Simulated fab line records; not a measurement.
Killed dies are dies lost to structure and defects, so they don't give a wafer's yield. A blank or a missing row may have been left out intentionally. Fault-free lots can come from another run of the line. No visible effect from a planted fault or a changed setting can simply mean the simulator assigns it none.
Which tool was responsible? / flow nand harc / 15 lots with 45 wafers sampled at 4 steps, on a route of 1159 steps

== WHAT THE GAUGES SHOWED, per wafer ==
NHARC_P_GATE_CD_MEAS_11: the cd target is 1640 nm.
lot=L424; measured=day 3 22:52; on=cd sem-02; cd nm (nm)=1640.0 1640.7 1640.3
lot=L425; measured=day 3 22:55; on=cd sem-02; cd nm (nm)=1640.1 1641.1 1640.7
lot=L427; measured=day 4 14:53; on=cd sem-02; cd nm (nm)=1641.7 1642.3 1640.4
lot=L426; measured=day 4 15:02; on=cd sem-01; cd nm (nm)=1640.0 1640.7 1640.8
lot=L428; measured=day 5 05:37; on=cd sem-03; cd nm (nm)=1642.2 1641.5 1642.5
lot=L430; measured=day 5 12:49; on=cd sem-03; cd nm (nm)=1641.4 1642.2 1641.7
lot=L435; measured=day 7 10:44; on=cd sem-01; cd nm (nm)=1640.6 1641.9 1641.9
lot=L436; measured=day 7 10:47; on=cd sem-02; cd nm (nm)=1640.9 1639.7 1639.2
lot=L439; measured=day 7 16:54; on=cd sem-03; cd nm (nm)=1641.4 1642.3 1642.2
lot=L442; measured=day 8 15:22; on=cd sem-01; cd nm (nm)=1640.7 1641.4 1642.1
lot=L443; measured=day 8 15:32; on=cd sem-03; cd nm (nm)=1640.0 1639.5 1641.3
lot=L444; measured=day 9 03:28; on=cd sem-03; cd nm (nm)=1641.1 1639.0 1638.7
lot=L445; measured=day 9 03:30; on=cd sem-02; cd nm (nm)=1638.5 1638.4 1641.3
lot=L446; measured=day 9 11:28; on=cd sem-03; cd nm (nm)=1640.0 1641.0 1640.0
lot=L447; measured=day 9 18:47; on=cd sem-02; cd nm (nm)=1639.2 1639.2 1641.3

NHARC_P_GATE_CD_MEAS_59: the cd target is 720 nm.
lot=L424; measured=day 5 03:09; on=cd sem-01; cd nm (nm)=720.2 718.7 719.3
lot=L425; measured=day 5 03:31; on=cd sem-03; cd nm (nm)=718.0 717.4 718.0
lot=L427; measured=day 5 18:20; on=cd sem-01; cd nm (nm)=720.8 719.9 719.1
lot=L426; measured=day 5 18:41; on=cd sem-02; cd nm (nm)=718.5 717.5 718.4
lot=L428; measured=day 6 09:20; on=cd sem-03; cd nm (nm)=720.0 720.1 720.8
lot=L430; measured=day 6 16:24; on=cd sem-03; cd nm (nm)=719.4 719.4 719.5
lot=L435; measured=day 8 15:30; on=cd sem-02; cd nm (nm)=720.7 718.9 720.0
lot=L436; measured=day 8 16:58; on=cd sem-01; cd nm (nm)=720.6 721.5 721.7
lot=L439; measured=day 9 00:35; on=cd sem-03; cd nm (nm)=718.4 718.4 719.4
lot=L442; measured=day 9 21:40; on=cd sem-02; cd nm (nm)=717.4 718.8 716.7
lot=L443; measured=day 9 21:10; on=cd sem-02; cd nm (nm)=718.8 718.6 717.7
lot=L444; measured=day 10 07:42; on=cd sem-02; cd nm (nm)=720.0 718.9 720.4
lot=L445; measured=day 10 07:10; on=cd sem-02; cd nm (nm)=720.1 718.5 718.6
lot=L446; measured=day 10 15:46; on=cd sem-02; cd nm (nm)=720.3 719.4 719.8
lot=L447; measured=day 10 23:56; on=cd sem-03; cd nm (nm)=719.4 719.3 719.5

== WHICH TOOL RAN EACH LOT (tool, then ch and the chambers of the sampled wafers, then the start) ==
lot=L424; NHARC_P_GATE_STRIP_108=rie diel-04 ch 1,2,3, day 4 14:22; NHARC_P_GATE_ETCHBACK_37=rie diel-12 ch 0,3, day 5 00:31
lot=L425; NHARC_P_GATE_STRIP_108=rie diel-12 ch 0,2,3, day 4 14:32; NHARC_P_GATE_ETCHBACK_37=rie diel-12 ch 0,1,3, day 5 00:44
lot=L427; NHARC_P_GATE_STRIP_108=rie diel-02 ch 0,1,3, day 5 05:16; NHARC_P_GATE_ETCHBACK_37=rie diel-02 ch 0,2,3, day 5 15:20
lot=L426; NHARC_P_GATE_STRIP_108=rie diel-12 ch 2,3, day 5 05:23; NHARC_P_GATE_ETCHBACK_37=rie diel-12 ch 1,2,3, day 5 15:31
lot=L428; NHARC_P_GATE_STRIP_108=rie diel-12 ch 0,1,3, day 5 20:25; NHARC_P_GATE_ETCHBACK_37=rie diel-04 ch 0,2,3, day 6 06:31
lot=L430; NHARC_P_GATE_STRIP_108=rie diel-12 ch 0,1,3, day 6 03:29; NHARC_P_GATE_ETCHBACK_37=rie diel-12 ch 0,1,2, day 6 13:36
lot=L435; NHARC_P_GATE_STRIP_108=rie diel-12 ch 1,3, day 8 02:34; NHARC_P_GATE_ETCHBACK_37=rie diel-04 ch 0,1,2, day 8 12:41
lot=L436; NHARC_P_GATE_STRIP_108=rie diel-12 ch 0,1,2, day 8 02:09; NHARC_P_GATE_ETCHBACK_37=rie diel-02 ch 0,3, day 8 14:18
lot=L439; NHARC_P_GATE_STRIP_108=rie diel-12 ch 1,2,3, day 8 11:36; NHARC_P_GATE_ETCHBACK_37=rie diel-02 ch 0,1,2, day 8 21:50
lot=L442; NHARC_P_GATE_STRIP_108=rie diel-12 ch 0,3, day 9 08:42; NHARC_P_GATE_ETCHBACK_37=rie diel-02 ch 0,3, day 9 18:52
lot=L443; NHARC_P_GATE_STRIP_108=rie diel-12 ch 0,3, day 9 08:09; NHARC_P_GATE_ETCHBACK_37=rie diel-04 ch 0,1, day 9 18:29
lot=L444; NHARC_P_GATE_STRIP_108=rie diel-02 ch 0,1,2, day 9 18:27; NHARC_P_GATE_ETCHBACK_37=rie diel-02 ch 0,2, day 10 04:52
lot=L445; NHARC_P_GATE_STRIP_108=rie diel-04 ch 0,1,2, day 9 18:22; NHARC_P_GATE_ETCHBACK_37=rie diel-12 ch 1,2,3, day 10 04:30
lot=L446; NHARC_P_GATE_STRIP_108=rie diel-12 ch 1,2,3, day 10 02:46; NHARC_P_GATE_ETCHBACK_37=rie diel-12 ch 0,2,3, day 10 13:00
lot=L447; NHARC_P_GATE_STRIP_108=rie diel-02 ch 0,2,3, day 10 10:54; NHARC_P_GATE_ETCHBACK_37=rie diel-12 ch 0,2,3, day 10 21:09
- NHARC_P_GATE_STRIP_108: strips in O2.
- NHARC_P_GATE_ETCHBACK_37: etches the open film in CHF3/O2, target depth 34.5 nm, time 17.2 s.

== WHAT THE TOOLS THEMSELVES READ (means of the sampled wafers that have a number; where no wafer has one, the mark that the record gives instead) ==
NHARC_P_GATE_STRIP_108.
lot=L424; tool=rie diel-04; drypump motor current A (A)=5.46; oes product au (a.u.)=0.997; rf vpp V (V)=57.3; showerhead plenum p Torr (Torr)=3.51; throttle valve pct (%)=17.041
lot=L425; tool=rie diel-12; drypump motor current A (A)=5.60; oes product au (a.u.)=1.001; rf vpp V (V)=58.3; showerhead plenum p Torr (Torr)=3.53; throttle valve pct (%)=17.032
lot=L427; tool=rie diel-02; drypump motor current A (A)=5.47; oes product au (a.u.)=0.994; rf vpp V (V)=58.1; showerhead plenum p Torr (Torr)=3.61; throttle valve pct (%)=17.034
lot=L426; tool=rie diel-12; drypump motor current A (A)=5.58; oes product au (a.u.)=1.000; rf vpp V (V)=57.7; showerhead plenum p Torr (Torr)=3.43; throttle valve pct (%)=17.039
lot=L428; tool=rie diel-12; drypump motor current A (A)=5.58; oes product au (a.u.)=1.001; rf vpp V (V)=57.7; showerhead plenum p Torr (Torr)=3.55; throttle valve pct (%)=17.039
lot=L430; tool=rie diel-12; drypump motor current A (A)=5.61; oes product au (a.u.)=1.005; rf vpp V (V)=58.2; showerhead plenum p Torr (Torr)=3.55; throttle valve pct (%)=17.037
lot=L435; tool=rie diel-12; drypump motor current A (A)=5.58; oes product au (a.u.)=1.000; rf vpp V (V)=57.8; showerhead plenum p Torr (Torr)=3.45; throttle valve pct (%)=17.041
lot=L436; tool=rie diel-12; drypump motor current A (A)=5.74; oes product au (a.u.)=1.005; rf vpp V (V)=57.8; showerhead plenum p Torr (Torr)=3.55; throttle valve pct (%)=17.033
lot=L439; tool=rie diel-12; drypump motor current A (A)=5.70; oes product au (a.u.)=1.000; rf vpp V (V)=57.3; showerhead plenum p Torr (Torr)=3.45; throttle valve pct (%)=17.037
lot=L442; tool=rie diel-12; drypump motor current A (A)=5.49; oes product au (a.u.)=1.006; rf vpp V (V)=57.1; showerhead plenum p Torr (Torr)=3.51; throttle valve pct (%)=17.032
lot=L443; tool=rie diel-12; drypump motor current A (A)=5.48; oes product au (a.u.)=1.003; rf vpp V (V)=58.4; showerhead plenum p Torr (Torr)=3.51; throttle valve pct (%)=17.033
lot=L444; tool=rie diel-02; drypump motor current A (A)=5.90; oes product au (a.u.)=0.994; rf vpp V (V)=58.4; showerhead plenum p Torr (Torr)=3.65; throttle valve pct (%)=17.030
lot=L445; tool=rie diel-04; drypump motor current A (A)=5.37; oes product au (a.u.)=1.006; rf vpp V (V)=58.2; showerhead plenum p Torr (Torr)=3.60; throttle valve pct (%)=17.030
lot=L446; tool=rie diel-12; drypump motor current A (A)=5.70; oes product au (a.u.)=1.000; rf vpp V (V)=58.1; showerhead plenum p Torr (Torr)=3.45; throttle valve pct (%)=17.043
lot=L447; tool=rie diel-02; drypump motor current A (A)=5.61; oes product au (a.u.)=1.001; rf vpp V (V)=58.6; showerhead plenum p Torr (Torr)=3.65; throttle valve pct (%)=17.035

NHARC_P_GATE_ETCHBACK_37.
lot=L424; tool=rie diel-12; bias w (W)=200.2; chamber pressure mTorr (mTorr)=25.026; drypump motor current A (A)=5.5; oes product au (a.u.)=0.93; rf fwd power W (W)=491.3; rf vpp V (V)=372.9; showerhead plenum p Torr (Torr)=2.46; throttle valve pct (%)=20.570
lot=L425; tool=rie diel-12; bias w (W)=200.3; chamber pressure mTorr (mTorr)=25.004; drypump motor current A (A)=5.6; oes product au (a.u.)=0.93; rf fwd power W (W)=489.9; rf vpp V (V)=371.3; showerhead plenum p Torr (Torr)=2.42; throttle valve pct (%)=20.581
lot=L427; tool=rie diel-02; bias w (W)=200.2; chamber pressure mTorr (mTorr)=25.018; drypump motor current A (A)=5.6; oes product au (a.u.)=0.93; rf fwd power W (W)=489.3; rf vpp V (V)=373.3; showerhead plenum p Torr (Torr)=2.50; throttle valve pct (%)=20.581
lot=L426; tool=rie diel-12; bias w (W)=199.9; chamber pressure mTorr (mTorr)=24.988; drypump motor current A (A)=5.7; oes product au (a.u.)=0.93; rf fwd power W (W)=489.9; rf vpp V (V)=369.5; showerhead plenum p Torr (Torr)=2.35; throttle valve pct (%)=20.584
lot=L428; tool=rie diel-04; bias w (W)=199.9; chamber pressure mTorr (mTorr)=24.989; drypump motor current A (A)=5.4; oes product au (a.u.)=1.01; rf fwd power W (W)=488.3; rf vpp V (V)=372.8; showerhead plenum p Torr (Torr)=2.43; throttle valve pct (%)=20.576
lot=L430; tool=rie diel-12; bias w (W)=199.8; chamber pressure mTorr (mTorr)=24.995; drypump motor current A (A)=5.7; oes product au (a.u.)=0.92; rf fwd power W (W)=490.4; rf vpp V (V)=371.3; showerhead plenum p Torr (Torr)=2.42; throttle valve pct (%)=20.564
lot=L435; tool=rie diel-04; bias w (W)=-; chamber pressure mTorr (mTorr)=-; drypump motor current A (A)=-; oes product au (a.u.)=-; rf fwd power W (W)=-; rf vpp V (V)=-; showerhead plenum p Torr (Torr)=-; throttle valve pct (%)=-
lot=L436; tool=rie diel-02; bias w (W)=-; chamber pressure mTorr (mTorr)=-; drypump motor current A (A)=-; oes product au (a.u.)=-; rf fwd power W (W)=-; rf vpp V (V)=-; showerhead plenum p Torr (Torr)=-; throttle valve pct (%)=-
lot=L439; tool=rie diel-02; bias w (W)=-; chamber pressure mTorr (mTorr)=-; drypump motor current A (A)=-; oes product au (a.u.)=-; rf fwd power W (W)=-; rf vpp V (V)=-; showerhead plenum p Torr (Torr)=-; throttle valve pct (%)=-
lot=L442; tool=rie diel-02; bias w (W)=199.0; chamber pressure mTorr (mTorr)=24.999; drypump motor current A (A)=5.2; oes product au (a.u.)=1.01; rf fwd power W (W)=488.1; rf vpp V (V)=371.1; showerhead plenum p Torr (Torr)=2.44; throttle valve pct (%)=20.566
lot=L443; tool=rie diel-04; bias w (W)=199.5; chamber pressure mTorr (mTorr)=24.994; drypump motor current A (A)=5.5; oes product au (a.u.)=0.93; rf fwd power W (W)=489.2; rf vpp V (V)=370.2; showerhead plenum p Torr (Torr)=2.42; throttle valve pct (%)=20.571
lot=L444; tool=rie diel-02; bias w (W)=200.3; chamber pressure mTorr (mTorr)=25.008; drypump motor current A (A)=5.8; oes product au (a.u.)=0.92; rf fwd power W (W)=488.4; rf vpp V (V)=374.0; showerhead plenum p Torr (Torr)=2.54; throttle valve pct (%)=20.572
lot=L445; tool=rie diel-12; bias w (W)=200.3; chamber pressure mTorr (mTorr)=24.981; drypump motor current A (A)=5.7; oes product au (a.u.)=1.01; rf fwd power W (W)=489.5; rf vpp V (V)=368.5; showerhead plenum p Torr (Torr)=2.34; throttle valve pct (%)=20.565
lot=L446; tool=rie diel-12; bias w (W)=199.7; chamber pressure mTorr (mTorr)=25.011; drypump motor current A (A)=5.6; oes product au (a.u.)=0.93; rf fwd power W (W)=489.6; rf vpp V (V)=369.4; showerhead plenum p Torr (Torr)=2.39; throttle valve pct (%)=20.579
lot=L447; tool=rie diel-12; bias w (W)=200.7; chamber pressure mTorr (mTorr)=25.019; drypump motor current A (A)=5.6; oes product au (a.u.)=0.93; rf fwd power W (W)=488.4; rf vpp V (V)=370.0; showerhead plenum p Torr (Torr)=2.39; throttle valve pct (%)=20.577

== THE ANSWER, worked out from the rows above alone ==
Rule: the lots themselves supply what counts as usual. The widest of any qualifying gaps counts: lots, ordered by their means at a reading, are off when they make up no more than a third of the lots, leave a main group of 4 or more, and stand apart from it by 3 or more times the standard deviation of that group's means. A main group whose means are all the same, to the digits that the tables above print for the reading, isn't used. A lot without any number at a reading at which 4 lots or more have one is off too. The other lots that the step has rows for count as sound. The gauges are gone through in route order, then the tools' own readings, and for those a lot's mean is taken as printed above. At the first step where some lot is off, the reading lying furthest off is the one used; lots without a number count as furthest.
Off, at NHARC_P_GATE_ETCHBACK_37 on bias w: L435, L436, L439. Without a number there: L435, L436, L439. Mean 200.0 W and standard deviation 0.43 in the main group.
A tool fits if, at that step or a process step before it, it ran every lot that is off, and no sound lot after the first of them. Of those tried, none fits.

== WHAT THE SIMULATOR HAD PUT IN ==
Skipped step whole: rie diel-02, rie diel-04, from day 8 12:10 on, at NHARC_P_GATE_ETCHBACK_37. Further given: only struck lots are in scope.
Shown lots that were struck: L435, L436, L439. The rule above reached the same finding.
